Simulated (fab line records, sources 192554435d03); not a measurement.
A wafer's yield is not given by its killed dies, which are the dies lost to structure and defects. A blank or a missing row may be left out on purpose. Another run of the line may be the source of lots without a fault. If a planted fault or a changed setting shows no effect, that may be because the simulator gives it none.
Which of the tools did it? ; flow n5_finfet ; 24 lots with 72 wafers sampled at 4 steps, on a route of 1938 steps

== WHAT THE GAUGES READ, wafer by wafer ==
N5_MOL_CONTACT_COAG_INSPECT_10: inspects for defects (brightfield). Usual: raw_defect_count reads 65 (standard deviation 26).
lot;measured;on;raw_defect_count;flag
L076;day 5 08:04;defect_inspect-02;32 33 87;
L075;day 5 11:04;defect_inspect-01;70 55 56;
L077;day 5 18:08;defect_inspect-02;84 67 69;
L078;day 5 21:41;defect_inspect-01;98 78 51;
L074;day 6 00:05;defect_inspect-01;33 18 53;
L079;day 6 01:37;defect_inspect-02;48 80 57;
L080;day 6 05:39;defect_inspect-02;75 52 62;
L081;day 6 08:26;defect_inspect-01;55 40 71;
L082;day 6 16:55;defect_inspect-01;41 40 42;
L083;day 6 22:23;defect_inspect-01;83 47 106;
L084;day 7 00:43;defect_inspect-01;55 58 58;
L085;day 7 12:06;defect_inspect-01;61 61 64;
L086;day 8 01:11;defect_inspect-01;112 62 69;
L087;day 8 04:36;defect_inspect-02;52 89 81;
L088;day 8 07:50;defect_inspect-02;44 84 40;
L090;day 8 13:14;defect_inspect-01;66 29 115;
L089;day 8 15:16;defect_inspect-02;47 50 47;
L091;day 9 02:27;defect_inspect-02;57 42 69;
L092;day 9 04:35;defect_inspect-01;58 62 69;
L093;day 9 08:36;defect_inspect-01;74 55 62;
L094;day 9 17:04;defect_inspect-02;63 82 80;
L095;day 10 00:00;defect_inspect-01;64 65 57;
L096;day 10 04:17;defect_inspect-01;67 60 65;
L097;day 10 12:59;defect_inspect-01;82 60 47;

== WHICH TOOL RAN EACH LOT (tool, then ch and the chambers of the sampled wafers, then the start) ==
lot;N5_GATE_CUT_CUT_ETCH_55;N5_GATE_CUT_CMP_43;N5_GATE_CUT_CMP_61
L076;rie_metal-02 ch 1, day 5 04:13;cmp-02 ch 2,3, day 5 06:58;cmp-02 ch 2,3, day 5 07:26
L075;rie_metal-01 ch 0,1, day 5 07:45;cmp-03 ch 0,1,3, day 5 10:03;cmp-03 ch 0,1,3, day 5 10:29
L077;rie_metal-01 ch 0,1, day 5 14:46;cmp-02 ch 0,2, day 5 16:54;cmp-02 ch 0,2, day 5 17:23
L078;rie_metal-02 ch 0,1, day 5 18:07;cmp-03 ch 1,2, day 5 20:28;cmp-03 ch 1,2, day 5 20:57
L074;rie_metal-01 ch 0,1, day 5 20:43;cmp-03 ch 0,2,3, day 5 23:05;cmp-03 ch 0,2,3, day 5 23:25
L079;rie_metal-01 ch 0,1, day 5 21:40;cmp-03 ch 1,2,3, day 6 00:41;cmp-03 ch 1,2,3, day 6 01:04
L080;rie_metal-02 ch 0,1, day 6 02:04;cmp-04 ch 0,3, day 6 04:28;cmp-04 ch 0,3, day 6 04:54
L081;rie_metal-01 ch 0,1, day 6 05:03;cmp-04 ch 0,1,3, day 6 07:12;cmp-04 ch 0,1,3, day 6 07:41
L082;rie_metal-03 ch 0,1, day 6 13:17;cmp-02 ch 0,1,2, day 6 15:49;cmp-02 ch 0,1,2, day 6 16:17
L083;rie_metal-02 ch 0,1, day 6 19:10;cmp-04 ch 0,2,3, day 6 21:17;cmp-04 ch 0,2,3, day 6 21:46
L084;rie_metal-03 ch 0,1, day 6 21:28;cmp-02 ch 0,3, day 6 23:37;cmp-02 ch 0,3, day 7 00:06
L085;rie_metal-03 ch 1, day 7 08:44;cmp-04 ch 0,2,3, day 7 10:58;cmp-04 ch 0,2,3, day 7 11:23
L086;rie_metal-01 ch 1, day 7 21:40;cmp-02 ch 1,3, day 7 23:58;cmp-02 ch 1,3, day 8 00:26
L087;rie_metal-01 ch 0,1, day 8 01:22;cmp-02 ch 0,1,3, day 8 03:40;cmp-02 ch 0,1,3, day 8 04:02
L088;rie_metal-03 ch 0,1, day 8 04:07;cmp-03 ch 0,1, day 8 06:36;cmp-03 ch 0,1, day 8 07:05
L090;rie_metal-03 ch 0,1, day 8 09:34;cmp-04 ch 2,3, day 8 12:01;cmp-04 ch 2,3, day 8 12:29
L089;rie_metal-03 ch 0,1, day 8 11:35;cmp-02 ch 1,2,3, day 8 13:52;cmp-02 ch 1,2,3, day 8 14:41
L091;rie_metal-01 ch 0, day 8 20:44;cmp-04 ch 0,2,3, day 9 01:31;cmp-04 ch 0,2,3, day 9 01:53
L092;rie_metal-01 ch 0, day 9 01:14;cmp-03 ch 1,2,3, day 9 03:30;cmp-03 ch 1,2,3, day 9 03:59
L093;rie_metal-02 ch 0,1, day 9 05:14;cmp-04 ch 0,1,3, day 9 07:23;cmp-04 ch 0,1,3, day 9 07:52
L094;rie_metal-02 ch 0,1, day 9 13:18;cmp-03 ch 2,3, day 9 15:50;cmp-03 ch 2,3, day 9 16:19
L095;rie_metal-03 ch 0,1, day 9 20:40;cmp-02 ch 1,2,3, day 9 22:54;cmp-02 ch 1,2,3, day 9 23:23
L096;rie_metal-03 ch 0,1, day 10 01:03;cmp-04 ch 0,2,3, day 10 03:11;cmp-04 ch 0,2,3, day 10 03:40
L097;rie_metal-02 ch 0,1, day 10 09:38;cmp-02 ch 0,3, day 10 11:46;cmp-02 ch 0,3, day 10 12:14
- N5_GATE_CUT_CUT_ETCH_55: etches HfO2 in BCl3, target depth 3.2 nm.
- N5_GATE_CUT_CMP_43: polishes SiO2.
- N5_GATE_CUT_CMP_61: polishes, stops on SiNx, t overpolish 3 s.

== AS READ BY THE TOOLS THEMSELVES (means over the sampled wafers that have a number; for cases with no such wafer, the mark the record gives instead) ==
N5_GATE_CUT_CUT_ETCH_55. Usual: drypump_motor_current_A 5.9 A, standard deviation 0.49; oes_product_au 0.77 a.u., standard deviation 0.12; throttle_valve_pct 33.3 %, standard deviation 0.45.
lot;tool;drypump_motor_current_A (A);oes_product_au (a.u.);throttle_valve_pct (%);flag
L076;rie_metal-02;5.0;0.74;33.2;
L075;rie_metal-01;6.0;0.68;33.4;
L077;rie_metal-01;5.9;0.77;33.4;
L078;rie_metal-02;5.4;0.69;33.2;
L074;rie_metal-01;6.0;0.69;33.4;
L079;rie_metal-01;5.9;0.68;33.4;
L080;rie_metal-02;5.2;0.71;33.2;
L081;rie_metal-01;5.9;0.77;33.4;
L082;rie_metal-03;6.4;0.79;33.3;
L083;rie_metal-02;5.2;0.72;33.2;
L084;rie_metal-03;6.4;0.85;32.8;
L085;rie_metal-03;6.4;0.91;32.4;
L086;rie_metal-01;5.9;0.85;33.4;
L087;rie_metal-01;5.9;0.89;33.6;
L088;rie_metal-03;6.5;0.84;32.8;
L090;rie_metal-03;6.4;0.77;33.3;
L089;rie_metal-03;6.4;0.83;32.8;
L091;rie_metal-01;6.0;0.92;33.9;
L092;rie_metal-01;6.0;0.93;33.9;
L093;rie_metal-02;5.4;0.67;33.2;
L094;rie_metal-02;5.2;0.70;33.2;
L095;rie_metal-03;6.4;0.82;32.8;
L096;rie_metal-03;6.4;0.81;32.8;
L097;rie_metal-02;5.2;0.70;33.2;

N5_GATE_CUT_CMP_43. Usual: motor_current_A reads 12.2 A (standard deviation 0.88).
lot;tool;motor_current_A (A);flag
L076;cmp-02;12.0;
L075;cmp-03;11.3;
L077;cmp-02;12.5;
L078;cmp-03;12.3;
L074;cmp-03;11.8;
L079;cmp-03;12.1;
L080;cmp-04;12.2;
L081;cmp-04;12.5;
L082;cmp-02;12.2;
L083;cmp-04;12.8;
L084;cmp-02;12.0;
L085;cmp-04;12.7;
L086;cmp-02;11.2;
L087;cmp-02;11.8;
L088;cmp-03;11.6;
L090;cmp-04;12.3;
L089;cmp-02;11.8;
L091;cmp-04;12.8;
L092;cmp-03;11.8;
L093;cmp-04;12.4;
L094;cmp-03;11.2;
L095;cmp-02;11.8;
L096;cmp-04;12.8;
L097;cmp-02;12.6;

N5_GATE_CUT_CMP_61. Usual: head_pressure_psi 3.999 psi, standard deviation 0.0079; motor_current_A 12.2 A, standard deviation 0.88.
lot;tool;head_pressure_psi (psi);motor_current_A (A);flag
L076;cmp-02;4.002;11.8;
L075;cmp-03;3.992;11.9;
L077;cmp-02;3.997;12.6;
L078;cmp-03;3.999;12.3;
L074;cmp-03;4.003;11.7;
L079;cmp-03;4.000;12.2;
L080;cmp-04;4.001;12.3;
L081;cmp-04;3.993;12.4;
L082;cmp-02;3.991;12.2;
L083;cmp-04;3.998;13.0;
L084;cmp-02;3.999;12.4;
L085;cmp-04;3.996;13.4;
L086;cmp-02;3.997;11.7;
L087;cmp-02;3.994;11.9;
L088;cmp-03;4.008;12.1;
L090;cmp-04;4.002;12.3;
L089;cmp-02;4.004;11.7;
L091;cmp-04;4.000;12.3;
L092;cmp-03;4.003;11.9;
L093;cmp-04;4.000;12.9;
L094;cmp-03;3.999;12.0;
L095;cmp-02;3.999;11.7;
L096;cmp-04;3.999;12.6;
L097;cmp-02;4.009;12.7;

== THE ANSWER, worked out from the rows above alone ==
Rule: a lot is off if the mean of its wafers that have a number lies more than 3 standard deviations from the usual mean. A lot without any number at a reading at which 4 lots or more have one is off too. Where the step has rows for the other lots, those lots are counted as sound. First the gauges in route order, then the tools' own readings, where a lot's mean is used as printed above. At the first step where some lot is off, the reading lying furthest off is the one used; lots without a number count as furthest.
Nothing can be told from this: no lot is off at any reading shown.

== WHAT WAS PUT IN BY THE SIMULATOR ==
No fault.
